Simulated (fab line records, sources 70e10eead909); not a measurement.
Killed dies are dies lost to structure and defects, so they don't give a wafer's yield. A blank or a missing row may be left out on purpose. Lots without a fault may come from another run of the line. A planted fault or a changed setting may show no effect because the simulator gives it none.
Chamber matching | flow nand_harc | NHARC_A_STAIRCASE_ETCH_292 on rie_diel-07: 4 sister chambers
The step etches the open film in CF4/CHF3. 4 wafers are shown with their chamber, then 11 later ones without.

WAFERS WITH THEIR CHAMBER
wafer  | chamber | showerhead_plenum_p_Torr (Torr)
L082.5 | 0       | 1.51
L085.4 | 1       | 1.48
L086.6 | 2       | 1.63
L089.1 | 3       | 1.60

WAFERS WITHOUT THEIR CHAMBER
wafer  | showerhead_plenum_p_Torr (Torr)
L089.4 | 1.60
L089.5 | 1.48
L090.1 | 1.48
L090.2 | 1.60
L090.5 | 1.48
L088.2 | 1.60
L088.4 | 1.50
L088.5 | 1.48
L097.3 | 1.50
L097.5 | 1.50
L097.6 | 1.59

WHICH CHAMBER EACH WENT THROUGH
wafer  | from the rows above     | in truth
L089.4 | 3                       | 3
L089.5 | 1                       | 1
L090.1 | 1                       | 1
L090.2 | 3                       | 3
L090.5 | 1                       | 1
L088.2 | 3                       | 3
L088.4 | can't be placed: 0 or 1 | 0
L088.5 | 1                       | 1
L097.3 | can't be placed: 0 or 1 | 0
L097.5 | can't be placed: 0 or 1 | 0
L097.6 | 3                       | 3
Placed correctly: 8 of 11. Can't be placed from these rows: 3 (the true chamber is among the candidates in 3). Placed wrongly: 0.
How it was worked out, from the rows above alone: a wafer's distance from a chamber is the root of the sum, over the readings, of the square of ((its reading less the chamber's mean) divided by the reading's scatter). The wafer belongs to the nearest chamber; if the next one is less than 2 further off, it can't be placed. A chamber's mean is the mean of its shown wafers. The scatter: with one shown wafer a chamber, the root of the mean of the squares of how far each hidden wafer lies from its nearest shown one.
